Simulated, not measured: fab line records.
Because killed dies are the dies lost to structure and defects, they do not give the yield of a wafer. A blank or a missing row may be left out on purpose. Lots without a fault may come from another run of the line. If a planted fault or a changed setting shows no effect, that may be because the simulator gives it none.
Which tool did it? :: flow nand harc :: 13 lots, 39 wafers sampled, at 4 steps of a route of 1302

## WHAT EACH GAUGE READ, for each wafer
NHARC_END_WLT_00.
lot: L475
measured: day 24 05:26
on: prober-02
VT_DECK1_BOTTOM: 0.867 0.865 0.866
VT_DECK1_BOTTOM_INNER: 0.858 0.864 0.873
VT_DECK1_MEDIAN_NEAR_BOTTOM: 0.861 0.878 0.864
VT_DECK1_MEDIAN_NEAR_BOTTOM_INNER: 0.871 0.871 0.868
VT_DECK1_MIDDLE: 0.886 0.875 0.877
VT_DECK1_MIDDLE_INNER: 0.887 0.877 0.873
VT_DECK1_TOP: 0.891 0.889 0.889
VT_DECK1_TOP_INNER: 0.891 0.887 0.891
VT_DECK2_BOTTOM: 0.868 0.871 0.882
VT_DECK2_BOTTOM_INNER: 0.867 0.869 0.881
VT_DECK2_MEDIAN_NEAR_BOTTOM: 0.860 0.871 0.870
VT_DECK2_MEDIAN_NEAR_BOTTOM_INNER: 0.873 0.870 0.881
VT_DECK2_MIDDLE: 0.885 0.883 0.883
VT_DECK2_MIDDLE_INNER: 0.891 0.884 0.884
VT_DECK2_TOP: 0.899 0.895 0.892
VT_DECK2_TOP_INNER: 0.903 0.897 0.903

lot: L474
measured: day 24 20:23
on: prober-02
VT_DECK1_BOTTOM: 0.870 0.876 0.881
VT_DECK1_BOTTOM_INNER: 0.875 0.882 0.876
VT_DECK1_MEDIAN_NEAR_BOTTOM: 0.870 0.871 0.878
VT_DECK1_MEDIAN_NEAR_BOTTOM_INNER: 0.870 0.875 0.886
VT_DECK1_MIDDLE: 0.890 0.883 0.888
VT_DECK1_MIDDLE_INNER: 0.878 0.887 0.887
VT_DECK1_TOP: 0.893 0.896 0.905
VT_DECK1_TOP_INNER: 0.896 0.899 0.901
VT_DECK2_BOTTOM: 0.883 0.881 0.883
VT_DECK2_BOTTOM_INNER: 0.883 0.873 0.881
VT_DECK2_MEDIAN_NEAR_BOTTOM: 0.880 0.881 0.881
VT_DECK2_MEDIAN_NEAR_BOTTOM_INNER: 0.878 0.883 0.883
VT_DECK2_MIDDLE: 0.894 0.896 0.892
VT_DECK2_MIDDLE_INNER: 0.890 0.902 0.892
VT_DECK2_TOP: 0.902 0.903 0.909
VT_DECK2_TOP_INNER: 0.907 0.904 0.907

lot: L477
measured: day 26 05:54
on: prober-02
VT_DECK1_BOTTOM: 0.875 0.878 0.869
VT_DECK1_BOTTOM_INNER: 0.870 0.879 0.872
VT_DECK1_MEDIAN_NEAR_BOTTOM: 0.871 0.881 0.874
VT_DECK1_MEDIAN_NEAR_BOTTOM_INNER: 0.879 0.881 0.881
VT_DECK1_MIDDLE: 0.893 0.885 0.883
VT_DECK1_MIDDLE_INNER: 0.888 0.893 0.888
VT_DECK1_TOP: 0.901 0.891 0.895
VT_DECK1_TOP_INNER: 0.894 0.898 0.891
VT_DECK2_BOTTOM: 0.873 0.878 0.875
VT_DECK2_BOTTOM_INNER: 0.882 0.870 0.877
VT_DECK2_MEDIAN_NEAR_BOTTOM: 0.878 0.876 0.876
VT_DECK2_MEDIAN_NEAR_BOTTOM_INNER: 0.877 0.877 0.876
VT_DECK2_MIDDLE: 0.901 0.897 0.890
VT_DECK2_MIDDLE_INNER: 0.893 0.893 0.891
VT_DECK2_TOP: 0.897 0.901 0.905
VT_DECK2_TOP_INNER: 0.909 0.904 0.909

lot: L478
measured: day 25 21:48
on: prober-01
VT_DECK1_BOTTOM: 0.866 0.865 0.863
VT_DECK1_BOTTOM_INNER: 0.860 0.872 0.865
VT_DECK1_MEDIAN_NEAR_BOTTOM: 0.876 0.873 0.877
VT_DECK1_MEDIAN_NEAR_BOTTOM_INNER: 0.862 0.874 0.871
VT_DECK1_MIDDLE: 0.880 0.871 0.882
VT_DECK1_MIDDLE_INNER: 0.869 0.885 0.892
VT_DECK1_TOP: 0.890 0.890 0.904
VT_DECK1_TOP_INNER: 0.888 0.892 0.885
VT_DECK2_BOTTOM: 0.886 0.868 0.872
VT_DECK2_BOTTOM_INNER: 0.883 0.877 0.881
VT_DECK2_MEDIAN_NEAR_BOTTOM: 0.885 0.868 0.875
VT_DECK2_MEDIAN_NEAR_BOTTOM_INNER: 0.884 0.879 0.875
VT_DECK2_MIDDLE: 0.894 0.896 0.884
VT_DECK2_MIDDLE_INNER: 0.885 0.887 0.887
VT_DECK2_TOP: 0.909 0.907 0.909
VT_DECK2_TOP_INNER: 0.908 0.904 0.899

lot: L479
measured: day 26 17:15
on: prober-01
VT_DECK1_BOTTOM: 0.875 0.876 0.869
VT_DECK1_BOTTOM_INNER: 0.871 0.871 0.868
VT_DECK1_MEDIAN_NEAR_BOTTOM: 0.872 0.870 0.871
VT_DECK1_MEDIAN_NEAR_BOTTOM_INNER: 0.873 0.875 0.881
VT_DECK1_MIDDLE: 0.878 0.878 0.884
VT_DECK1_MIDDLE_INNER: 0.885 0.885 0.885
VT_DECK1_TOP: 0.885 0.892 0.895
VT_DECK1_TOP_INNER: 0.898 0.893 0.887
VT_DECK2_BOTTOM: 0.872 0.862 0.873
VT_DECK2_BOTTOM_INNER: 0.868 0.874 0.876
VT_DECK2_MEDIAN_NEAR_BOTTOM: 0.874 0.873 0.873
VT_DECK2_MEDIAN_NEAR_BOTTOM_INNER: 0.875 0.874 0.871
VT_DECK2_MIDDLE: 0.885 0.882 0.881
VT_DECK2_MIDDLE_INNER: 0.884 0.887 0.887
VT_DECK2_TOP: 0.900 0.896 0.894
VT_DECK2_TOP_INNER: 0.896 0.890 0.898

lot: L481
measured: day 27 07:40
on: prober-02
VT_DECK1_BOTTOM: 0.873 0.867 0.867
VT_DECK1_BOTTOM_INNER: 0.870 0.871 0.872
VT_DECK1_MEDIAN_NEAR_BOTTOM: 0.871 0.872 0.871
VT_DECK1_MEDIAN_NEAR_BOTTOM_INNER: 0.869 0.871 0.874
VT_DECK1_MIDDLE: 0.887 0.883 0.889
VT_DECK1_MIDDLE_INNER: 0.879 0.876 0.878
VT_DECK1_TOP: 0.892 0.898 0.892
VT_DECK1_TOP_INNER: 0.900 0.901 0.897
VT_DECK2_BOTTOM: 0.873 0.879 0.875
VT_DECK2_BOTTOM_INNER: 0.874 0.884 0.877
VT_DECK2_MEDIAN_NEAR_BOTTOM: 0.870 0.875 0.879
VT_DECK2_MEDIAN_NEAR_BOTTOM_INNER: 0.882 0.874 0.878
VT_DECK2_MIDDLE: 0.884 0.883 0.900
VT_DECK2_MIDDLE_INNER: 0.881 0.880 0.888
VT_DECK2_TOP: 0.905 0.902 0.894
VT_DECK2_TOP_INNER: 0.897 0.897 0.902

lot: L484
measured: day 28 10:25
on: prober-01
VT_DECK1_BOTTOM: 0.862 0.869 0.868
VT_DECK1_BOTTOM_INNER: 0.863 0.876 0.868
VT_DECK1_MEDIAN_NEAR_BOTTOM: 0.864 0.875 0.869
VT_DECK1_MEDIAN_NEAR_BOTTOM_INNER: 0.865 0.864 0.865
VT_DECK1_MIDDLE: 0.885 0.885 0.889
VT_DECK1_MIDDLE_INNER: 0.887 0.883 0.882
VT_DECK1_TOP: 0.896 0.897 0.895
VT_DECK1_TOP_INNER: 0.901 0.903 0.885
VT_DECK2_BOTTOM: 0.881 0.878 0.877
VT_DECK2_BOTTOM_INNER: 0.879 0.882 0.872
VT_DECK2_MEDIAN_NEAR_BOTTOM: 0.885 0.880 0.877
VT_DECK2_MEDIAN_NEAR_BOTTOM_INNER: 0.879 0.880 0.875
VT_DECK2_MIDDLE: 0.895 0.898 0.901
VT_DECK2_MIDDLE_INNER: 0.896 0.886 0.889
VT_DECK2_TOP: 0.906 0.907 0.913
VT_DECK2_TOP_INNER: 0.911 0.908 0.900

lot: L485
measured: day 28 21:41
on: prober-02
VT_DECK1_BOTTOM: 0.857 0.863 0.864
VT_DECK1_BOTTOM_INNER: 0.864 0.862 0.857
VT_DECK1_MEDIAN_NEAR_BOTTOM: 0.856 0.858 0.864
VT_DECK1_MEDIAN_NEAR_BOTTOM_INNER: 0.867 0.865 0.861
VT_DECK1_MIDDLE: 0.876 0.873 0.869
VT_DECK1_MIDDLE_INNER: 0.869 0.877 0.873
VT_DECK1_TOP: 0.888 0.891 0.891
VT_DECK1_TOP_INNER: 0.896 0.879 0.897
VT_DECK2_BOTTOM: 0.872 0.879 0.866
VT_DECK2_BOTTOM_INNER: 0.870 0.867 0.866
VT_DECK2_MEDIAN_NEAR_BOTTOM: 0.879 0.876 0.870
VT_DECK2_MEDIAN_NEAR_BOTTOM_INNER: 0.877 0.881 0.873
VT_DECK2_MIDDLE: 0.889 0.885 0.872
VT_DECK2_MIDDLE_INNER: 0.879 0.883 0.880
VT_DECK2_TOP: 0.902 0.888 0.894
VT_DECK2_TOP_INNER: 0.899 0.900 0.891

lot: L486
measured: day 29 15:54
on: prober-01
VT_DECK1_BOTTOM: 0.870 0.862 0.864
VT_DECK1_BOTTOM_INNER: 0.872 0.873 0.870
VT_DECK1_MEDIAN_NEAR_BOTTOM: 0.867 0.874 0.876
VT_DECK1_MEDIAN_NEAR_BOTTOM_INNER: 0.866 0.872 0.869
VT_DECK1_MIDDLE: 0.891 0.883 0.878
VT_DECK1_MIDDLE_INNER: 0.884 0.891 0.880
VT_DECK1_TOP: 0.896 0.902 0.889
VT_DECK1_TOP_INNER: 0.901 0.896 0.904
VT_DECK2_BOTTOM: 0.879 0.869 0.881
VT_DECK2_BOTTOM_INNER: 0.881 0.868 0.876
VT_DECK2_MEDIAN_NEAR_BOTTOM: 0.887 0.877 0.876
VT_DECK2_MEDIAN_NEAR_BOTTOM_INNER: 0.870 0.875 0.879
VT_DECK2_MIDDLE: 0.890 0.887 0.894
VT_DECK2_MIDDLE_INNER: 0.894 0.884 0.894
VT_DECK2_TOP: 0.905 0.906 0.898
VT_DECK2_TOP_INNER: 0.903 0.894 0.908

lot: L487
measured: day 29 15:54
on: prober-02
VT_DECK1_BOTTOM: 0.870 0.875 0.877
VT_DECK1_BOTTOM_INNER: 0.869 0.871 0.874
VT_DECK1_MEDIAN_NEAR_BOTTOM: 0.865 0.871 0.884
VT_DECK1_MEDIAN_NEAR_BOTTOM_INNER: 0.871 0.879 0.869
VT_DECK1_MIDDLE: 0.888 0.888 0.898
VT_DECK1_MIDDLE_INNER: 0.896 0.891 0.888
VT_DECK1_TOP: 0.902 0.902 0.900
VT_DECK1_TOP_INNER: 0.903 0.906 0.911
VT_DECK2_BOTTOM: 0.885 0.883 0.884
VT_DECK2_BOTTOM_INNER: 0.878 0.877 0.884
VT_DECK2_MEDIAN_NEAR_BOTTOM: 0.884 0.887 0.894
VT_DECK2_MEDIAN_NEAR_BOTTOM_INNER: 0.886 0.885 0.893
VT_DECK2_MIDDLE: 0.900 0.902 0.901
VT_DECK2_MIDDLE_INNER: 0.888 0.898 0.895
VT_DECK2_TOP: 0.905 0.904 0.912
VT_DECK2_TOP_INNER: 0.910 0.908 0.902

lot: L489
measured: day 29 23:47
on: prober-01
VT_DECK1_BOTTOM: 0.911 0.906 0.897
VT_DECK1_BOTTOM_INNER: 0.903 0.900 0.908
VT_DECK1_MEDIAN_NEAR_BOTTOM: 0.911 0.898 0.902
VT_DECK1_MEDIAN_NEAR_BOTTOM_INNER: 0.911 0.905 0.908
VT_DECK1_MIDDLE: 0.916 0.908 0.915
VT_DECK1_MIDDLE_INNER: 0.915 0.908 0.909
VT_DECK1_TOP: 0.931 0.925 0.920
VT_DECK1_TOP_INNER: 0.927 0.928 0.926
VT_DECK2_BOTTOM: 0.873 0.881 0.873
VT_DECK2_BOTTOM_INNER: 0.876 0.879 0.874
VT_DECK2_MEDIAN_NEAR_BOTTOM: 0.869 0.885 0.878
VT_DECK2_MEDIAN_NEAR_BOTTOM_INNER: 0.875 0.881 0.882
VT_DECK2_MIDDLE: 0.888 0.892 0.888
VT_DECK2_MIDDLE_INNER: 0.886 0.896 0.889
VT_DECK2_TOP: 0.915 0.901 0.900
VT_DECK2_TOP_INNER: 0.901 0.904 0.901

lot: L492
measured: day 31 16:15
on: prober-01
VT_DECK1_BOTTOM: 0.870 0.861 0.873
VT_DECK1_BOTTOM_INNER: 0.877 0.868 0.871
VT_DECK1_MEDIAN_NEAR_BOTTOM: 0.864 0.869 0.883
VT_DECK1_MEDIAN_NEAR_BOTTOM_INNER: 0.870 0.867 0.873
VT_DECK1_MIDDLE: 0.884 0.885 0.889
VT_DECK1_MIDDLE_INNER: 0.878 0.882 0.881
VT_DECK1_TOP: 0.893 0.896 0.894
VT_DECK1_TOP_INNER: 0.907 0.897 0.892
VT_DECK2_BOTTOM: 0.880 0.883 0.882
VT_DECK2_BOTTOM_INNER: 0.882 0.880 0.878
VT_DECK2_MEDIAN_NEAR_BOTTOM: 0.872 0.878 0.881
VT_DECK2_MEDIAN_NEAR_BOTTOM_INNER: 0.875 0.878 0.884
VT_DECK2_MIDDLE: 0.892 0.892 0.890
VT_DECK2_MIDDLE_INNER: 0.888 0.883 0.887
VT_DECK2_TOP: 0.907 0.904 0.897
VT_DECK2_TOP_INNER: 0.903 0.902 0.902

lot: L497
measured: day 34 10:31
on: prober-01
VT_DECK1_BOTTOM: 0.879 0.873 0.873
VT_DECK1_BOTTOM_INNER: 0.875 0.869 0.876
VT_DECK1_MEDIAN_NEAR_BOTTOM: 0.873 0.873 0.875
VT_DECK1_MEDIAN_NEAR_BOTTOM_INNER: 0.875 0.874 0.876
VT_DECK1_MIDDLE: 0.893 0.888 0.888
VT_DECK1_MIDDLE_INNER: 0.891 0.887 0.893
VT_DECK1_TOP: 0.906 0.899 0.898
VT_DECK1_TOP_INNER: 0.896 0.901 0.903
VT_DECK2_BOTTOM: 0.867 0.859 0.869
VT_DECK2_BOTTOM_INNER: 0.870 0.872 0.856
VT_DECK2_MEDIAN_NEAR_BOTTOM: 0.871 0.863 0.871
VT_DECK2_MEDIAN_NEAR_BOTTOM_INNER: 0.875 0.862 0.863
VT_DECK2_MIDDLE: 0.888 0.874 0.879
VT_DECK2_MIDDLE_INNER: 0.880 0.883 0.885
VT_DECK2_TOP: 0.888 0.898 0.889
VT_DECK2_TOP_INNER: 0.898 0.891 0.894

## WHICH TOOL RAN EACH LOT (tool, then ch and the chambers of the sampled wafers, then the start)
lot: L475
NHARC_A_M0_ECD_22: ecd cu-01 ch 0,1, day 22 18:29
NHARC_A_BONDPAD_ANNEAL_28: rtp anneal-01 ch 0, day 23 03:30
NHARC_THIN_TSV_STRIP_45: plasma asher-01 ch 0,1, day 23 16:31

lot: L474
NHARC_A_M0_ECD_22: ecd cu-01 ch 0,1, day 23 06:52
NHARC_A_BONDPAD_ANNEAL_28: rtp anneal-01 ch 0, day 23 15:50
NHARC_THIN_TSV_STRIP_45: plasma asher-01 ch 0,1, day 24 08:11

lot: L477
NHARC_A_M0_ECD_22: ecd cu-01 ch 0, day 24 11:28
NHARC_A_BONDPAD_ANNEAL_28: rtp anneal-02 ch 0, day 24 20:58
NHARC_THIN_TSV_STRIP_45: plasma asher-01 ch 1, day 25 11:55

lot: L478
NHARC_A_M0_ECD_22: ecd cu-02 ch 0,1, day 24 12:50
NHARC_A_BONDPAD_ANNEAL_28: rtp anneal-02 ch 0, day 24 22:01
NHARC_THIN_TSV_STRIP_45: plasma asher-01 ch 0, day 25 10:47

lot: L479
NHARC_A_M0_ECD_22: ecd cu-02 ch 0,1, day 25 06:28
NHARC_A_BONDPAD_ANNEAL_28: rtp anneal-02 ch 0, day 25 15:55
NHARC_THIN_TSV_STRIP_45: plasma asher-01 ch 0,1, day 26 06:12

lot: L481
NHARC_A_M0_ECD_22: ecd cu-01 ch 0,1, day 25 20:03
NHARC_A_BONDPAD_ANNEAL_28: rtp anneal-01 ch 0, day 26 05:28
NHARC_THIN_TSV_STRIP_45: plasma asher-01 ch 1, day 26 20:10

lot: L484
NHARC_A_M0_ECD_22: ecd cu-02 ch 0,1, day 26 18:11
NHARC_A_BONDPAD_ANNEAL_28: rtp anneal-02 ch 0, day 27 03:27
NHARC_THIN_TSV_STRIP_45: plasma asher-02 ch 0,1, day 27 18:32

lot: L485
NHARC_A_M0_ECD_22: ecd cu-02 ch 0,1, day 27 09:11
NHARC_A_BONDPAD_ANNEAL_28: rtp anneal-01 ch 0, day 27 18:17
NHARC_THIN_TSV_STRIP_45: plasma asher-02 ch 0,1, day 28 08:40

lot: L486
NHARC_A_M0_ECD_22: ecd cu-01 ch 0, day 28 05:09
NHARC_A_BONDPAD_ANNEAL_28: rtp anneal-02 ch 0, day 28 14:21
NHARC_THIN_TSV_STRIP_45: plasma asher-02 ch 1, day 29 04:31

lot: L487
NHARC_A_M0_ECD_22: ecd cu-01 ch 0,1, day 28 07:19
NHARC_A_BONDPAD_ANNEAL_28: rtp anneal-02 ch 0, day 28 16:33
NHARC_THIN_TSV_STRIP_45: plasma asher-02 ch 0,1, day 29 06:53

lot: L489
NHARC_A_M0_ECD_22: ecd cu-01 ch 0,1, day 28 08:27
NHARC_A_BONDPAD_ANNEAL_28: rtp anneal-01 ch 0, day 28 17:23
NHARC_THIN_TSV_STRIP_45: plasma asher-02 ch 0,1, day 29 08:47

lot: L492
NHARC_A_M0_ECD_22: ecd cu-02 ch 0,1, day 30 04:51
NHARC_A_BONDPAD_ANNEAL_28: rtp anneal-01 ch 0, day 30 13:53
NHARC_THIN_TSV_STRIP_45: plasma asher-02 ch 0,1, day 31 04:49

lot: L497
NHARC_A_M0_ECD_22: ecd cu-02 ch 0,1, day 32 15:51
NHARC_A_BONDPAD_ANNEAL_28: rtp anneal-02 ch 0, day 33 01:04
NHARC_THIN_TSV_STRIP_45: plasma asher-02 ch 0,1, day 33 23:11
- NHARC_A_M0_ECD_22: material Cu, target thk 400 nm.
- NHARC_A_BONDPAD_ANNEAL_28: time 90 s.
- NHARC_THIN_TSV_STRIP_45: strips in O2.

## AS READ BY THE TOOLS THEMSELVES (means over the sampled wafers that have a number; for cases with no such wafer, the mark the record gives instead)
NHARC_A_BONDPAD_ANNEAL_28.
lot: L475
tool: rtp anneal-01
anneal temp c (C): 225.17
wafer_temp_C_max: 225.8

lot: L474
tool: rtp anneal-01
anneal temp c (C): 225.10
wafer_temp_C_max: 226.0

lot: L477
tool: rtp anneal-02
anneal temp c (C): 225.07
wafer_temp_C_max: 226.4

lot: L478
tool: rtp anneal-02
anneal temp c (C): 224.81
wafer_temp_C_max: 226.2

lot: L479
tool: rtp anneal-02
anneal temp c (C): 224.99
wafer_temp_C_max: 226.6

lot: L481
tool: rtp anneal-01
anneal temp c (C): 225.07
wafer_temp_C_max: 226.2

lot: L484
tool: rtp anneal-02
anneal temp c (C): 225.26
wafer_temp_C_max: 226.2

lot: L485
tool: rtp anneal-01
anneal temp c (C): 224.84
wafer_temp_C_max: 225.8

lot: L486
tool: rtp anneal-02
anneal temp c (C): 225.13
wafer_temp_C_max: 226.5

lot: L487
tool: rtp anneal-02
anneal temp c (C): 225.03
wafer_temp_C_max: 226.4

lot: L489
tool: rtp anneal-01
anneal temp c (C): 224.80
wafer_temp_C_max: 225.7

lot: L492
tool: rtp anneal-01
anneal temp c (C): 225.05
wafer_temp_C_max: 225.9

lot: L497
tool: rtp anneal-02
anneal temp c (C): 225.11
wafer_temp_C_max: 226.8

NHARC_THIN_TSV_STRIP_45.
lot: L475
tool: plasma asher-01
drypump motor current A (A): 5.86
heater power w (W): 370
rf refl power W (W): 21

lot: L474
tool: plasma asher-01
drypump motor current A (A): 5.84
heater power w (W): 365
rf refl power W (W): 21

lot: L477
tool: plasma asher-01
drypump motor current A (A): 5.88
heater power w (W): 388
rf refl power W (W): 15

lot: L478
tool: plasma asher-01
drypump motor current A (A): 5.85
heater power w (W): 366
rf refl power W (W): 23

lot: L479
tool: plasma asher-01
drypump motor current A (A): 5.83
heater power w (W): 372
rf refl power W (W): 20

lot: L481
tool: plasma asher-01
drypump motor current A (A): 5.87
heater power w (W): 383
rf refl power W (W): 14

lot: L484
tool: plasma asher-02
drypump motor current A (A): 6.16
heater power w (W): 329
rf refl power W (W): 22

lot: L485
tool: plasma asher-02
drypump motor current A (A): 6.31
heater power w (W): 317
rf refl power W (W): -

lot: L486
tool: plasma asher-02
drypump motor current A (A): 6.42
heater power w (W): 308
rf refl power W (W): 28

lot: L487
tool: plasma asher-02
drypump motor current A (A): 6.28
heater power w (W): 317
rf refl power W (W): 25

lot: L489
tool: plasma asher-02
drypump motor current A (A): 6.28
heater power w (W): 323
rf refl power W (W): 25

lot: L492
tool: plasma asher-02
drypump motor current A (A): 6.25
heater power w (W): 321
rf refl power W (W): -

lot: L497
tool: plasma asher-02
drypump motor current A (A): 6.18
heater power w (W): 330
rf refl power W (W): 22

## THE ANSWER, worked out from the rows above alone
Rule: usual is defined by the lots themselves. The widest of any qualifying gaps counts: lots, ordered by their means at a reading, are off when they make up no more than a third of the lots, leave a main group of 4 or more, and stand apart from it by 3 or more times the standard deviation of that group's means. Not used: any main group whose means are identical at the precision the tables above print for the reading. Also off: a lot with no number at a reading for which 4 or more lots have one. All remaining lots with rows at the step are treated as sound. Order of review: gauges by route order, followed by the tools' own readings, for which a lot's mean as printed above is used. At the first step where some lot is off, the reading lying furthest off is the one used; lots without a number count as furthest.
Off: L489, seen at NHARC_END_WLT_00 (VT_DECK1_MEDIAN_NEAR_BOTTOM). The main group: mean 0.871, standard deviation 0.0042.
A tool fits if, at a process step before that reading, it ran every lot that is off, and no sound lot after the first of them. Gauges at NHARC_END_WLT_00: tried the same way as those tools. One fits: NHARC_A_M0_ECD_22 on ecd cu-01. Its last sound lot is L487 (day 28 07:19), its first lot that is off L489 (day 28 08:27): a fault that began between those two fits.

## WHAT THE SIMULATOR HAD INSERTED
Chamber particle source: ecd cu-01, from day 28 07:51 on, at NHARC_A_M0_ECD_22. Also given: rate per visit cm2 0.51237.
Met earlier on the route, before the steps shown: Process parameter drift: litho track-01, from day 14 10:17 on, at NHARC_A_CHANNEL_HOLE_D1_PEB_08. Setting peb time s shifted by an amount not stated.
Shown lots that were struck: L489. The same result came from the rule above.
